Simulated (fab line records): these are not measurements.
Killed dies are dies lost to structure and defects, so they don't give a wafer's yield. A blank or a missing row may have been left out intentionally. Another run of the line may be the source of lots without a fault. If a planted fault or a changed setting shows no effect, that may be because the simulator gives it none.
What tool caused it? || flow n5_finfet || 9 lots with 27 wafers sampled at 6 steps, on a route of 1938 steps

WHAT THE GAUGES SHOWED, per wafer
N5_BEOL_M4_RC_MEAS_101. Usual: DIBL_N 36.3 mV/V, standard deviation 1.7; DIBL_P 36.5 mV/V, standard deviation 1.8; IOFF_N 0.16 nA/um, standard deviation 0.033; IOFF_P 0.21 nA/um, standard deviation 0.037; ION_N 675 uA/um, standard deviation 11; ION_P 462 uA/um, standard deviation 7.9; SS_N 71.6 mV/dec, standard deviation 0.64; SS_P 73.3 mV/dec, standard deviation 0.68; VT_N 249 mV, standard deviation 3.3; VT_P -250 mV, standard deviation 3.3.
{"lot": "L732", "measured": "day 8 07:23", "on": "prober-01", "DIBL_N (mV/V)": "37.0 35.9 36.4", "DIBL_P (mV/V)": "37.9 36.4 36.4", "IOFF_N (nA/um)": "0.16 0.14 0.14", "IOFF_P (nA/um)": "0.23 0.22 0.21", "ION_N (uA/um)": "674 669 675", "ION_P (uA/um)": "464 461 471", "SS_N (mV/dec)": "71.5 71.1 71.3", "SS_P (mV/dec)": "73.7 73.5 73.1", "VT_N (mV)": "249 251 251", "VT_P (mV)": "-251 -250 -250", "flag": ""}
{"lot": "L733", "measured": "day 8 13:29", "on": "prober-01", "DIBL_N (mV/V)": "35.7 33.6 36.1", "DIBL_P (mV/V)": "36.1 33.4 36.5", "IOFF_N (nA/um)": "0.15 0.11 0.14", "IOFF_P (nA/um)": "0.18 0.14 0.18", "ION_N (uA/um)": "682 681 677", "ION_P (uA/um)": "467 462 463", "SS_N (mV/dec)": "71.0 71.0 71.5", "SS_P (mV/dec)": "73.3 72.8 73.3", "VT_N (mV)": "251 255 253", "VT_P (mV)": "-251 -257 -253", "flag": ""}
{"lot": "L734", "measured": "day 8 14:43", "on": "prober-01", "DIBL_N (mV/V)": "36.4 38.2 37.6", "DIBL_P (mV/V)": "35.8 38.6 37.2", "IOFF_N (nA/um)": "0.15 0.19 0.16", "IOFF_P (nA/um)": "0.22 0.26 0.24", "ION_N (uA/um)": "672 682 671", "ION_P (uA/um)": "463 470 466", "SS_N (mV/dec)": "72.0 71.9 72.3", "SS_P (mV/dec)": "72.9 74.6 74.0", "VT_N (mV)": "249 245 250", "VT_P (mV)": "-248 -246 -245", "flag": ""}
{"lot": "L737", "measured": "day 9 06:10", "on": "prober-02", "DIBL_N (mV/V)": "33.1 34.9 33.9", "DIBL_P (mV/V)": "32.8 33.6 33.6", "IOFF_N (nA/um)": "0.11 0.12 0.11", "IOFF_P (nA/um)": "0.17 0.18 0.18", "ION_N (uA/um)": "665 656 668", "ION_P (uA/um)": "462 455 461", "SS_N (mV/dec)": "70.6 70.5 70.7", "SS_P (mV/dec)": "72.3 71.4 71.8", "VT_N (mV)": "255 253 255", "VT_P (mV)": "-253 -250 -251", "flag": ""}
{"lot": "L746", "measured": "day 11 18:43", "on": "prober-02", "DIBL_N (mV/V)": "38.3 37.4 39.3", "DIBL_P (mV/V)": "38.1 36.6 38.4", "IOFF_N (nA/um)": "0.17 0.15 0.17", "IOFF_P (nA/um)": "0.20 0.19 0.20", "ION_N (uA/um)": "681 660 661", "ION_P (uA/um)": "455 457 450", "SS_N (mV/dec)": "72.2 72.0 73.0", "SS_P (mV/dec)": "74.4 73.6 73.8", "VT_N (mV)": "250 252 251", "VT_P (mV)": "-254 -255 -253", "flag": ""}
{"lot": "L749", "measured": "day 12 03:55", "on": "prober-01", "DIBL_N (mV/V)": "37.3 36.3 37.3", "DIBL_P (mV/V)": "36.6 35.8 36.4", "IOFF_N (nA/um)": "0.16 0.15 0.17", "IOFF_P (nA/um)": "0.23 0.22 0.23", "ION_N (uA/um)": "678 662 667", "ION_P (uA/um)": "472 460 464", "SS_N (mV/dec)": "71.4 71.4 71.9", "SS_P (mV/dec)": "72.5 73.4 73.5", "VT_N (mV)": "254 253 249", "VT_P (mV)": "-245 -248 -247", "flag": ""}
{"lot": "L748", "measured": "day 12 06:17", "on": "prober-02", "DIBL_N (mV/V)": "37.0 38.2 37.9", "DIBL_P (mV/V)": "38.3 39.1 38.9", "IOFF_N (nA/um)": "0.22 0.23 0.24", "IOFF_P (nA/um)": "0.22 0.23 0.23", "ION_N (uA/um)": "705 686 683", "ION_P (uA/um)": "462 456 458", "SS_N (mV/dec)": "72.0 72.5 72.2", "SS_P (mV/dec)": "73.2 73.7 73.6", "VT_N (mV)": "243 244 240", "VT_P (mV)": "-251 -248 -250", "flag": ""}
{"lot": "L753", "measured": "day 13 10:06", "on": "prober-01", "DIBL_N (mV/V)": "33.2 36.3 36.8", "DIBL_P (mV/V)": "33.6 37.7 38.6", "IOFF_N (nA/um)": "0.12 0.18 0.19", "IOFF_P (nA/um)": "0.16 0.21 0.22", "ION_N (uA/um)": "669 678 677", "ION_P (uA/um)": "452 461 458", "SS_N (mV/dec)": "71.2 71.9 72.1", "SS_P (mV/dec)": "72.4 74.4 74.3", "VT_N (mV)": "252 248 246", "VT_P (mV)": "-256 -250 -253", "flag": ""}
{"lot": "L752", "measured": "day 13 10:11", "on": "prober-02", "DIBL_N (mV/V)": "36.2 37.3 37.5", "DIBL_P (mV/V)": "35.1 36.3 37.0", "IOFF_N (nA/um)": "0.14 0.16 0.16", "IOFF_P (nA/um)": "0.17 0.18 0.20", "ION_N (uA/um)": "662 677 673", "ION_P (uA/um)": "447 458 458", "SS_N (mV/dec)": "71.2 72.1 71.5", "SS_P (mV/dec)": "73.8 73.9 74.2", "VT_N (mV)": "253 249 247", "VT_P (mV)": "-251 -254 -253", "flag": ""}

N5_BEOL_M6_CD_MEAS_11 targets a cd of 38.5 nm. Usual: 38.2 nm for cd_nm, sd 0.62.
{"lot": "L732", "measured": "day 8 21:40", "on": "cd_sem-01", "cd_nm (nm)": "39.1 38.5 38.4", "flag": ""}
{"lot": "L733", "measured": "day 9 06:19", "on": "cd_sem-03", "cd_nm (nm)": "38.0 38.7 38.7", "flag": ""}
{"lot": "L734", "measured": "day 9 06:23", "on": "cd_sem-03", "cd_nm (nm)": "38.3 38.5 38.5", "flag": ""}
{"lot": "L737", "measured": "day 9 19:26", "on": "cd_sem-02", "cd_nm (nm)": "38.1 39.4 39.0", "flag": ""}
{"lot": "L746", "measured": "day 12 13:49", "on": "cd_sem-03", "cd_nm (nm)": "38.6 37.9 37.4", "flag": ""}
{"lot": "L749", "measured": "day 12 20:01", "on": "cd_sem-02", "cd_nm (nm)": "37.6 37.9 37.8", "flag": ""}
{"lot": "L748", "measured": "day 12 22:01", "on": "cd_sem-02", "cd_nm (nm)": "38.3 38.2 37.9", "flag": ""}
{"lot": "L753", "measured": "day 14 04:53", "on": "cd_sem-03", "cd_nm (nm)": "38.2 38.3 37.8", "flag": ""}
{"lot": "L752", "measured": "day 14 02:11", "on": "cd_sem-03", "cd_nm (nm)": "37.9 38.0 37.0", "flag": ""}

N5_BEOL_M6_CD_MEAS_28 targets a cd of 40 nm. Usual: 40.09 nm for cd_nm, sd 0.24.
{"lot": "L732", "measured": "day 8 23:14", "on": "cd_sem-03", "cd_nm (nm)": "39.73 39.91 39.99", "flag": ""}
{"lot": "L733", "measured": "day 9 08:37", "on": "cd_sem-01", "cd_nm (nm)": "39.97 40.08 40.04", "flag": ""}
{"lot": "L734", "measured": "day 9 08:40", "on": "cd_sem-01", "cd_nm (nm)": "40.08 40.81 40.17", "flag": ""}
{"lot": "L737", "measured": "day 9 23:33", "on": "cd_sem-01", "cd_nm (nm)": "40.19 40.14 40.10", "flag": ""}
{"lot": "L746", "measured": "day 12 19:01", "on": "cd_sem-01", "cd_nm (nm)": "37.01 36.79 36.46", "flag": "OFF"}
{"lot": "L749", "measured": "day 12 20:57", "on": "cd_sem-01", "cd_nm (nm)": "37.68 37.72 37.66", "flag": "OFF"}
{"lot": "L748", "measured": "day 12 23:18", "on": "cd_sem-02", "cd_nm (nm)": "40.20 39.60 40.25", "flag": ""}
{"lot": "L753", "measured": "day 14 07:01", "on": "cd_sem-03", "cd_nm (nm)": "40.29 40.27 40.38", "flag": ""}
{"lot": "L752", "measured": "day 14 04:08", "on": "cd_sem-02", "cd_nm (nm)": "40.15 39.83 40.05", "flag": ""}

WHICH TOOL RAN EACH LOT (tool, then ch and the chambers of the sampled wafers, then the start)
{"lot": "L732", "N5_BEOL_M6_PECVD_70": "pecvd-02 ch 0,1, day 8 19:59", "N5_BEOL_M6_STRIP_67": "rie_diel-03 ch 2,3, day 8 22:26", "N5_BEOL_M6_EXPOSE_25": "euv_scanner-01 ch 0, day 8 23:07"}
{"lot": "L733", "N5_BEOL_M6_PECVD_70": "pecvd-01 ch 0,1, day 9 03:40", "N5_BEOL_M6_STRIP_67": "rie_diel-06 ch 1,2,3, day 9 07:09", "N5_BEOL_M6_EXPOSE_25": "euv_scanner-02 ch 0, day 9 08:30"}
{"lot": "L734", "N5_BEOL_M6_PECVD_70": "pecvd-01 ch 0,2, day 9 04:13", "N5_BEOL_M6_STRIP_67": "rie_diel-06 ch 1,2,3, day 9 07:25", "N5_BEOL_M6_EXPOSE_25": "euv_scanner-02 ch 0, day 9 08:32"}
{"lot": "L737", "N5_BEOL_M6_PECVD_70": "pecvd-01 ch 0,1,2, day 9 18:56", "N5_BEOL_M6_STRIP_67": "rie_diel-06 ch 0,2,3, day 9 19:46", "N5_BEOL_M6_EXPOSE_25": "euv_scanner-02 ch 0, day 9 23:25"}
{"lot": "L746", "N5_BEOL_M6_PECVD_70": "pecvd-03 ch 0,1, day 12 10:56", "N5_BEOL_M6_STRIP_67": "rie_diel-06 ch 0,2,3, day 12 14:13", "N5_BEOL_M6_EXPOSE_25": "euv_scanner-02 ch 0, day 12 18:53"}
{"lot": "L749", "N5_BEOL_M6_PECVD_70": "pecvd-03 ch 0,1,2, day 12 16:54", "N5_BEOL_M6_STRIP_67": "rie_diel-01 ch 0,1, day 12 20:22", "N5_BEOL_M6_EXPOSE_25": "euv_scanner-02 ch 0, day 12 20:50"}
{"lot": "L748", "N5_BEOL_M6_PECVD_70": "pecvd-02 ch 0,1,2, day 12 21:01", "N5_BEOL_M6_STRIP_67": "rie_diel-03 ch 1,2,3, day 12 22:25", "N5_BEOL_M6_EXPOSE_25": "euv_scanner-01 ch 0, day 12 23:10"}
{"lot": "L753", "N5_BEOL_M6_PECVD_70": "pecvd-01 ch 1,2, day 14 02:53", "N5_BEOL_M6_STRIP_67": "rie_diel-06 ch 0,2, day 14 05:51", "N5_BEOL_M6_EXPOSE_25": "euv_scanner-01 ch 0, day 14 06:53"}
{"lot": "L752", "N5_BEOL_M6_PECVD_70": "pecvd-01 ch 1,2, day 14 01:43", "N5_BEOL_M6_STRIP_67": "rie_diel-01 ch 1,2,3, day 14 02:36", "N5_BEOL_M6_EXPOSE_25": "euv_scanner-01 ch 0, day 14 03:59"}
- N5_BEOL_M6_PECVD_70: deposits SiO2 from TEOS/O2, target thk 20 nm, time 22.7 s.
- N5_BEOL_M6_STRIP_67: strips in CF4.
- N5_BEOL_M6_EXPOSE_25: exposes mask V5, target cd 40 nm.

WHAT THE TOOLS THEMSELVES READ (means of the sampled wafers that have a number; where no wafer has one, the mark that the record gives instead)
N5_BEOL_M6_PECVD_70. Usual: heater_power_w 704 W, standard deviation 91; showerhead_plenum_p_Torr 8.79 Torr, standard deviation 0.054; showerhead_vpp_V 1326 V, standard deviation 56; throttle_valve_pct 22.9 %, standard deviation 1.7.
{"lot": "L732", "tool": "pecvd-02", "heater_power_w (W)": 736, "showerhead_plenum_p_Torr (Torr)": 8.79, "showerhead_vpp_V (V)": 1304, "throttle_valve_pct (%)": 22.9, "flag": ""}
{"lot": "L733", "tool": "pecvd-01", "heater_power_w (W)": 676, "showerhead_plenum_p_Torr (Torr)": 8.76, "showerhead_vpp_V (V)": 1325, "throttle_valve_pct (%)": 24.9, "flag": ""}
{"lot": "L734", "tool": "pecvd-01", "heater_power_w (W)": 674, "showerhead_plenum_p_Torr (Torr)": 8.79, "showerhead_vpp_V (V)": 1372, "throttle_valve_pct (%)": 22.7, "flag": ""}
{"lot": "L737", "tool": "pecvd-01", "heater_power_w (W)": 717, "showerhead_plenum_p_Torr (Torr)": 8.80, "showerhead_vpp_V (V)": 1369, "throttle_valve_pct (%)": 24.3, "flag": ""}
{"lot": "L746", "tool": "pecvd-03", "heater_power_w (W)": 710, "showerhead_plenum_p_Torr (Torr)": 8.77, "showerhead_vpp_V (V)": 1317, "throttle_valve_pct (%)": 22.7, "flag": ""}
{"lot": "L749", "tool": "pecvd-03", "heater_power_w (W)": 672, "showerhead_plenum_p_Torr (Torr)": 8.82, "showerhead_vpp_V (V)": 1279, "throttle_valve_pct (%)": 22.4, "flag": ""}
{"lot": "L748", "tool": "pecvd-02", "heater_power_w (W)": 666, "showerhead_plenum_p_Torr (Torr)": 8.79, "showerhead_vpp_V (V)": 1318, "throttle_valve_pct (%)": 22.1, "flag": ""}
{"lot": "L753", "tool": "pecvd-01", "heater_power_w (W)": 806, "showerhead_plenum_p_Torr (Torr)": 8.82, "showerhead_vpp_V (V)": 1401, "throttle_valve_pct (%)": 23.6, "flag": ""}
{"lot": "L752", "tool": "pecvd-01", "heater_power_w (W)": 716, "showerhead_plenum_p_Torr (Torr)": 8.83, "showerhead_vpp_V (V)": 1405, "throttle_valve_pct (%)": 23.5, "flag": ""}

N5_BEOL_M6_STRIP_67. Usual: drypump_motor_current_A 5.4 A, standard deviation 0.49; oes_product_au 0.77 a.u., standard deviation 0.06; power_w 300.0 W, standard deviation 0.8; rf_vpp_V 270.9 V, standard deviation 1.5; showerhead_plenum_p_Torr 1.78 Torr, standard deviation 0.059; throttle_valve_pct 13.60 %, standard deviation 0.27.
{"lot": "L732", "tool": "rie_diel-03", "drypump_motor_current_A (A)": 5.8, "oes_product_au (a.u.)": 0.86, "power_w (W)": 299.8, "rf_vpp_V (V)": 271.3, "showerhead_plenum_p_Torr (Torr)": 1.79, "throttle_valve_pct (%)": 13.58, "flag": ""}
{"lot": "L733", "tool": "rie_diel-06", "drypump_motor_current_A (A)": 5.2, "oes_product_au (a.u.)": 0.80, "power_w (W)": 299.7, "rf_vpp_V (V)": 270.1, "showerhead_plenum_p_Torr (Torr)": 1.76, "throttle_valve_pct (%)": 13.48, "flag": ""}
{"lot": "L734", "tool": "rie_diel-06", "drypump_motor_current_A (A)": 5.2, "oes_product_au (a.u.)": 0.80, "power_w (W)": 300.5, "rf_vpp_V (V)": 270.1, "showerhead_plenum_p_Torr (Torr)": 1.76, "throttle_valve_pct (%)": 13.50, "flag": ""}
{"lot": "L737", "tool": "rie_diel-06", "drypump_motor_current_A (A)": 5.0, "oes_product_au (a.u.)": 0.77, "power_w (W)": 300.3, "rf_vpp_V (V)": 269.9, "showerhead_plenum_p_Torr (Torr)": 1.77, "throttle_valve_pct (%)": 13.57, "flag": ""}
{"lot": "L746", "tool": "rie_diel-06", "drypump_motor_current_A (A)": 5.1, "oes_product_au (a.u.)": 0.75, "power_w (W)": 300.6, "rf_vpp_V (V)": 271.2, "showerhead_plenum_p_Torr (Torr)": 1.76, "throttle_valve_pct (%)": 13.63, "flag": ""}
{"lot": "L749", "tool": "rie_diel-01", "drypump_motor_current_A (A)": 5.7, "oes_product_au (a.u.)": 0.81, "power_w (W)": 299.5, "rf_vpp_V (V)": 269.2, "showerhead_plenum_p_Torr (Torr)": 1.76, "throttle_valve_pct (%)": 13.58, "flag": ""}
{"lot": "L748", "tool": "rie_diel-03", "drypump_motor_current_A (A)": 5.5, "oes_product_au (a.u.)": 0.77, "power_w (W)": 300.1, "rf_vpp_V (V)": 270.2, "showerhead_plenum_p_Torr (Torr)": 1.75, "throttle_valve_pct (%)": 13.58, "flag": ""}
{"lot": "L753", "tool": "rie_diel-06", "drypump_motor_current_A (A)": 5.1, "oes_product_au (a.u.)": 0.72, "power_w (W)": 299.3, "rf_vpp_V (V)": 271.8, "showerhead_plenum_p_Torr (Torr)": 1.80, "throttle_valve_pct (%)": 13.88, "flag": ""}
{"lot": "L752", "tool": "rie_diel-01", "drypump_motor_current_A (A)": 5.8, "oes_product_au (a.u.)": 0.79, "power_w (W)": 299.4, "rf_vpp_V (V)": 272.0, "showerhead_plenum_p_Torr (Torr)": 1.84, "throttle_valve_pct (%)": 13.58, "flag": ""}

N5_BEOL_M6_EXPOSE_25. Usual: 44.93 for exposure_dose_mJ_cm2, sd 0.047.
{"lot": "L732", "tool": "euv_scanner-01", "exposure_dose_mJ_cm2": 44.89, "flag": ""}
{"lot": "L733", "tool": "euv_scanner-02", "exposure_dose_mJ_cm2": 44.94, "flag": ""}
{"lot": "L734", "tool": "euv_scanner-02", "exposure_dose_mJ_cm2": 44.96, "flag": ""}
{"lot": "L737", "tool": "euv_scanner-02", "exposure_dose_mJ_cm2": 44.91, "flag": ""}
{"lot": "L746", "tool": "euv_scanner-02", "exposure_dose_mJ_cm2": 39.85, "flag": "OFF"}
{"lot": "L749", "tool": "euv_scanner-02", "exposure_dose_mJ_cm2": 40.83, "flag": "OFF"}
{"lot": "L748", "tool": "euv_scanner-01", "exposure_dose_mJ_cm2": 44.88, "flag": ""}
{"lot": "L753", "tool": "euv_scanner-01", "exposure_dose_mJ_cm2": 44.90, "flag": ""}
{"lot": "L752", "tool": "euv_scanner-01", "exposure_dose_mJ_cm2": 44.89, "flag": ""}

THE ANSWER, worked out from the rows above alone
Rule: a lot is off if the mean of its wafers that have a number lies more than 3 standard deviations from the usual mean. A lot without any number at a reading at which 4 lots or more have one is off too. The other lots that the step has rows for count as sound. The gauges are gone through in route order, then the tools' own readings, and for those a lot's mean is taken as printed above. At the first step where some lot is off, the reading lying furthest off is the one used; lots without a number count as furthest.
Off: L746, L749 (N5_BEOL_M6_CD_MEAS_28, cd_nm).
A tool fits if, at a process step before that reading, it ran every lot that is off, and no sound lot after the first of them. The gauges at N5_BEOL_M6_CD_MEAS_28 aren't tried: what is off there is off at N5_BEOL_M6_EXPOSE_25 too, on other tools, and a gauge's error can't cause that. 2 tools fit, pecvd-03 at N5_BEOL_M6_PECVD_70 and euv_scanner-02 at N5_BEOL_M6_EXPOSE_25, so this cannot tell which one it is.

WHAT HAD BEEN PUT IN BY THE SIMULATOR
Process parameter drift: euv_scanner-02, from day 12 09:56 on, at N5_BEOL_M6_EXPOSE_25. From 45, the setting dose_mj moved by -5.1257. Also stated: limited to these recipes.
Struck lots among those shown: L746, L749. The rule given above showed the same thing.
